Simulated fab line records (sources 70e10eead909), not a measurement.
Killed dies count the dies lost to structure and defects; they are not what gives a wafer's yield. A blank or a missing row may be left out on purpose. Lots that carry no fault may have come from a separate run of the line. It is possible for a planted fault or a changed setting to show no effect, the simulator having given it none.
Which of the tools did it? / flow nand harc / 12 lots with 36 wafers sampled at 5 steps, on a route of 1302 steps

## WHAT THE GAUGES SHOWED, per wafer
NHARC_END_SORT_01.
lot=L258; measured=day 30 04:50; on=prober-02; killed at array=146 138 149; killed at other=1 0 1; killed at periphery=0 2 2; killed dies=147 140 152; killed open=1 5 2; killed short=1 1 3
lot=L261; measured=day 31 05:11; on=prober-02; killed at array=111 147 138; killed at other=0 1 0; killed at periphery=7 1 8; killed dies=118 149 146; killed open=3 2 1; killed short=4 4 2

## WHAT TOOL EACH LOT RAN ON (gives the tool, then ch and the chambers of the sampled wafers, and finally the start)
lot=L245; NHARC_A_SLIT_DEP_25=pecvd-04 ch 1,2, day 19 08:29; NHARC_THIN_TSV_DESCUM_14=rie diel-03 ch 0,2, day 23 14:30; NHARC_THIN_TSV_DEGAS_49=pvd sputter-01, day 23 17:08; NHARC_THIN_TSV_ETCH_59=rie metal-03 ch 0,1, day 23 20:33
lot=L247; NHARC_A_SLIT_DEP_25=pecvd-02 ch 0,1,2, day 19 23:43; NHARC_THIN_TSV_DESCUM_14=rie diel-08 ch 1,2,3, day 24 10:17; NHARC_THIN_TSV_DEGAS_49=pvd sputter-02, day 24 12:56; NHARC_THIN_TSV_ETCH_59=rie metal-01 ch 0,1, day 24 16:13
lot=L246; NHARC_A_SLIT_DEP_25=pecvd-03 ch 0,1,2, day 19 23:52; NHARC_THIN_TSV_DESCUM_14=rie diel-08 ch 0,1,3, day 24 09:04; NHARC_THIN_TSV_DEGAS_49=pvd sputter-01, day 24 11:40; NHARC_THIN_TSV_ETCH_59=rie metal-02 ch 0,1, day 24 15:34
lot=L248; NHARC_A_SLIT_DEP_25=pecvd-02 ch 0,1,2, day 20 00:00; NHARC_THIN_TSV_DESCUM_14=rie diel-02 ch 0,1, day 24 07:46; NHARC_THIN_TSV_DEGAS_49=pvd sputter-01, day 24 10:25; NHARC_THIN_TSV_ETCH_59=rie metal-01 ch 0,1, day 24 13:50
lot=L249; NHARC_A_SLIT_DEP_25=pecvd-03 ch 0,1,2, day 20 19:30; NHARC_THIN_TSV_DESCUM_14=rie diel-03 ch 0,3, day 24 22:47; NHARC_THIN_TSV_DEGAS_49=pvd sputter-02, day 25 01:34; NHARC_THIN_TSV_ETCH_59=rie metal-03 ch 1, day 25 04:51
lot=L251; NHARC_A_SLIT_DEP_25=pecvd-04 ch 0,1,2, day 21 20:28; NHARC_THIN_TSV_DESCUM_14=rie diel-02 ch 1,2, day 26 06:23; NHARC_THIN_TSV_DEGAS_49=pvd sputter-01, day 26 09:01; NHARC_THIN_TSV_ETCH_59=rie metal-01 ch 0, day 26 12:20
lot=L258; NHARC_A_SLIT_DEP_25=pecvd-03 ch 0,1, day 25 02:42; NHARC_THIN_TSV_DESCUM_14=rie diel-02 ch 0,2, day 29 12:20; NHARC_THIN_TSV_DEGAS_49=pvd sputter-03, day 29 14:58; NHARC_THIN_TSV_ETCH_59=rie metal-01 ch 0,1, day 29 18:27
lot=L261; NHARC_A_SLIT_DEP_25=pecvd-03 ch 0,1,2, day 25 23:23; NHARC_THIN_TSV_DESCUM_14=rie diel-03 ch 1,2,3, day 30 07:28; NHARC_THIN_TSV_DEGAS_49=pvd sputter-02, day 30 10:05; NHARC_THIN_TSV_ETCH_59=rie metal-01 ch 0,1, day 30 19:37
lot=L265; NHARC_A_SLIT_DEP_25=pecvd-02 ch 0,1,2, day 27 10:10; NHARC_THIN_TSV_DESCUM_14=rie diel-02 ch 1,3, day 31 18:00; NHARC_THIN_TSV_DEGAS_49=pvd sputter-02, day 31 21:14; NHARC_THIN_TSV_ETCH_59=rie metal-03 ch 0,1, day 32 00:38
lot=L266; NHARC_A_SLIT_DEP_25=pecvd-02 ch 0,1,2, day 28 07:09; NHARC_THIN_TSV_DESCUM_14=rie diel-02 ch 0,1,2, day 32 13:23; NHARC_THIN_TSV_DEGAS_49=pvd sputter-03, day 32 15:59; NHARC_THIN_TSV_ETCH_59=rie metal-03 ch 0,1, day 32 19:30
lot=L268; NHARC_A_SLIT_DEP_25=pecvd-02 ch 0,1,2, day 29 07:19; NHARC_THIN_TSV_DESCUM_14=rie diel-03 ch 0,1,3, day 33 11:29; NHARC_THIN_TSV_DEGAS_49=pvd sputter-01, day 33 14:07; NHARC_THIN_TSV_ETCH_59=rie metal-02 ch 0,1, day 33 17:26
lot=L267; NHARC_A_SLIT_DEP_25=pecvd-04 ch 1,2, day 29 13:37; NHARC_THIN_TSV_DESCUM_14=rie diel-08 ch 0,2, day 34 03:45; NHARC_THIN_TSV_DEGAS_49=pvd sputter-02, day 34 06:22; NHARC_THIN_TSV_ETCH_59=rie metal-01 ch 0,1, day 34 09:49
- NHARC_A_SLIT_DEP_25: deposits SiO2, target thk 200 nm.
- NHARC_THIN_TSV_DESCUM_14: chemistry O2, time 3 s.
- NHARC_THIN_TSV_DEGAS_49: time 120 s.
- NHARC_THIN_TSV_ETCH_59: etches the open film in Cl2/BCl3, target depth 880 nm, time 138.1 s.

## AS READ BY THE TOOLS THEMSELVES (means over the sampled wafers that have a number; for cases with no such wafer, the mark the record gives instead)
NHARC_A_SLIT_DEP_25.
lot=L245; tool=pecvd-04; flow sccm (sccm)=2652; heater power w (W)=555; rf fwd power W (W)=896.7; throttle valve pct (%)=16.2
lot=L247; tool=pecvd-02; flow sccm (sccm)=2646; heater power w (W)=479; rf fwd power W (W)=896.9; throttle valve pct (%)=15.5
lot=L246; tool=pecvd-03; flow sccm (sccm)=2651; heater power w (W)=559; rf fwd power W (W)=899.3; throttle valve pct (%)=15.6
lot=L248; tool=pecvd-02; flow sccm (sccm)=2652; heater power w (W)=494; rf fwd power W (W)=900.2; throttle valve pct (%)=15.7
lot=L249; tool=pecvd-03; flow sccm (sccm)=2649; heater power w (W)=484; rf fwd power W (W)=897.8; throttle valve pct (%)=15.7
lot=L251; tool=pecvd-04; flow sccm (sccm)=2651; heater power w (W)=637; rf fwd power W (W)=899.1; throttle valve pct (%)=15.6
lot=L258; tool=pecvd-03; flow sccm (sccm)=2652; heater power w (W)=505; rf fwd power W (W)=899.9; throttle valve pct (%)=15.5
lot=L261; tool=pecvd-03; flow sccm (sccm)=2647; heater power w (W)=530; rf fwd power W (W)=898.7; throttle valve pct (%)=15.7
lot=L265; tool=pecvd-02; flow sccm (sccm)=2644; heater power w (W)=511; rf fwd power W (W)=896.5; throttle valve pct (%)=15.9
lot=L266; tool=pecvd-02; flow sccm (sccm)=2650; heater power w (W)=502; rf fwd power W (W)=896.7; throttle valve pct (%)=16.0
lot=L268; tool=pecvd-02; flow sccm (sccm)=2649; heater power w (W)=525; rf fwd power W (W)=897.1; throttle valve pct (%)=15.9
lot=L267; tool=pecvd-04; flow sccm (sccm)=2641; heater power w (W)=568; rf fwd power W (W)=894.5; throttle valve pct (%)=16.1

NHARC_THIN_TSV_DESCUM_14.
lot=L245; tool=rie diel-03; drypump motor current A (A)=5.2; oes product au (a.u.)=1.013; rf vpp V (V)=57.9; showerhead plenum p Torr (Torr)=1.96; throttle valve pct (%)=11.319
lot=L247; tool=rie diel-08; drypump motor current A (A)=5.2; oes product au (a.u.)=0.990; rf vpp V (V)=57.8; showerhead plenum p Torr (Torr)=1.92; throttle valve pct (%)=11.311
lot=L246; tool=rie diel-08; drypump motor current A (A)=5.7; oes product au (a.u.)=1.002; rf vpp V (V)=57.7; showerhead plenum p Torr (Torr)=1.94; throttle valve pct (%)=11.320
lot=L248; tool=rie diel-02; drypump motor current A (A)=5.5; oes product au (a.u.)=1.007; rf vpp V (V)=58.1; showerhead plenum p Torr (Torr)=1.80; throttle valve pct (%)=11.310
lot=L249; tool=rie diel-03; drypump motor current A (A)=5.8; oes product au (a.u.)=1.010; rf vpp V (V)=57.9; showerhead plenum p Torr (Torr)=1.96; throttle valve pct (%)=11.307
lot=L251; tool=rie diel-02; drypump motor current A (A)=5.4; oes product au (a.u.)=0.997; rf vpp V (V)=58.0; showerhead plenum p Torr (Torr)=1.85; throttle valve pct (%)=11.307
lot=L258; tool=rie diel-02; drypump motor current A (A)=5.7; oes product au (a.u.)=1.007; rf vpp V (V)=57.4; showerhead plenum p Torr (Torr)=1.91; throttle valve pct (%)=11.309
lot=L261; tool=rie diel-03; drypump motor current A (A)=5.4; oes product au (a.u.)=1.000; rf vpp V (V)=58.5; showerhead plenum p Torr (Torr)=1.95; throttle valve pct (%)=11.313
lot=L265; tool=rie diel-02; drypump motor current A (A)=5.6; oes product au (a.u.)=0.990; rf vpp V (V)=57.1; showerhead plenum p Torr (Torr)=1.84; throttle valve pct (%)=11.314
lot=L266; tool=rie diel-02; drypump motor current A (A)=5.6; oes product au (a.u.)=0.999; rf vpp V (V)=57.9; showerhead plenum p Torr (Torr)=1.85; throttle valve pct (%)=11.305
lot=L268; tool=rie diel-03; drypump motor current A (A)=5.7; oes product au (a.u.)=1.003; rf vpp V (V)=58.3; showerhead plenum p Torr (Torr)=1.97; throttle valve pct (%)=11.309
lot=L267; tool=rie diel-08; drypump motor current A (A)=5.9; oes product au (a.u.)=0.993; rf vpp V (V)=57.7; showerhead plenum p Torr (Torr)=1.88; throttle valve pct (%)=11.319

NHARC_THIN_TSV_DEGAS_49.
lot=L245; tool=pvd sputter-01; heater power w (W)=552
lot=L247; tool=pvd sputter-02; heater power w (W)=510
lot=L246; tool=pvd sputter-01; heater power w (W)=502
lot=L248; tool=pvd sputter-01; heater power w (W)=561
lot=L249; tool=pvd sputter-02; heater power w (W)=514
lot=L251; tool=pvd sputter-01; heater power w (W)=501
lot=L258; tool=pvd sputter-03; heater power w (W)=460
lot=L261; tool=pvd sputter-02; heater power w (W)=502
lot=L265; tool=pvd sputter-02; heater power w (W)=506
lot=L266; tool=pvd sputter-03; heater power w (W)=453
lot=L268; tool=pvd sputter-01; heater power w (W)=510
lot=L267; tool=pvd sputter-02; heater power w (W)=507

NHARC_THIN_TSV_ETCH_59.
lot=L245; tool=rie metal-03; bias w (W)=99.99; drypump motor current A (A)=6.2; oes product au (a.u.)=0.985; rf fwd power W (W)=898.5; throttle valve pct (%)=22.260
lot=L247; tool=rie metal-01; bias w (W)=100.07; drypump motor current A (A)=5.7; oes product au (a.u.)=1.000; rf fwd power W (W)=895.6; throttle valve pct (%)=22.269
lot=L246; tool=rie metal-02; bias w (W)=99.97; drypump motor current A (A)=5.3; oes product au (a.u.)=1.015; rf fwd power W (W)=894.2; throttle valve pct (%)=22.258
lot=L248; tool=rie metal-01; bias w (W)=99.85; drypump motor current A (A)=5.7; oes product au (a.u.)=0.996; rf fwd power W (W)=896.5; throttle valve pct (%)=22.264
lot=L249; tool=rie metal-03; bias w (W)=100.16; drypump motor current A (A)=5.7; oes product au (a.u.)=0.990; rf fwd power W (W)=894.8; throttle valve pct (%)=22.256
lot=L251; tool=rie metal-01; bias w (W)=99.90; drypump motor current A (A)=5.5; oes product au (a.u.)=1.001; rf fwd power W (W)=893.4; throttle valve pct (%)=22.256
lot=L258; tool=rie metal-01; bias w (W)=100.10; drypump motor current A (A)=5.8; oes product au (a.u.)=0.993; rf fwd power W (W)=897.1; throttle valve pct (%)=22.263
lot=L261; tool=rie metal-01; bias w (W)=99.61; drypump motor current A (A)=5.7; oes product au (a.u.)=1.004; rf fwd power W (W)=898.9; throttle valve pct (%)=22.268
lot=L265; tool=rie metal-03; bias w (W)=99.85; drypump motor current A (A)=6.0; oes product au (a.u.)=0.995; rf fwd power W (W)=897.5; throttle valve pct (%)=22.271
lot=L266; tool=rie metal-03; bias w (W)=99.98; drypump motor current A (A)=6.2; oes product au (a.u.)=1.003; rf fwd power W (W)=898.2; throttle valve pct (%)=22.264
lot=L268; tool=rie metal-02; bias w (W)=100.12; drypump motor current A (A)=5.3; oes product au (a.u.)=0.999; rf fwd power W (W)=894.8; throttle valve pct (%)=22.265
lot=L267; tool=rie metal-01; bias w (W)=100.14; drypump motor current A (A)=5.7; oes product au (a.u.)=0.999; rf fwd power W (W)=897.4; throttle valve pct (%)=22.266

## THE ANSWER, worked out from the rows above alone
Rule: the usual values come from the lots themselves. The widest of any qualifying gaps counts: lots, ordered by their means at a reading, are off when they make up no more than a third of the lots, leave a main group of 4 or more, and stand apart from it by 3 or more times the standard deviation of that group's means. A main group is skipped when, at the precision printed for the reading in the tables above, its means are all equal. A lot without any number at a reading at which 4 lots or more have one is off too. Any other lot the step has rows for is counted as sound. Order of review: gauges by route order, followed by the tools' own readings, for which a lot's mean as printed above is used. The first step at which some lot is off is used, and at that step the reading that is off furthest; a lot without a number counts as furthest.
Nothing can be told from this: no lot is off at any reading shown.

## WHAT HAD BEEN PUT IN BY THE SIMULATOR
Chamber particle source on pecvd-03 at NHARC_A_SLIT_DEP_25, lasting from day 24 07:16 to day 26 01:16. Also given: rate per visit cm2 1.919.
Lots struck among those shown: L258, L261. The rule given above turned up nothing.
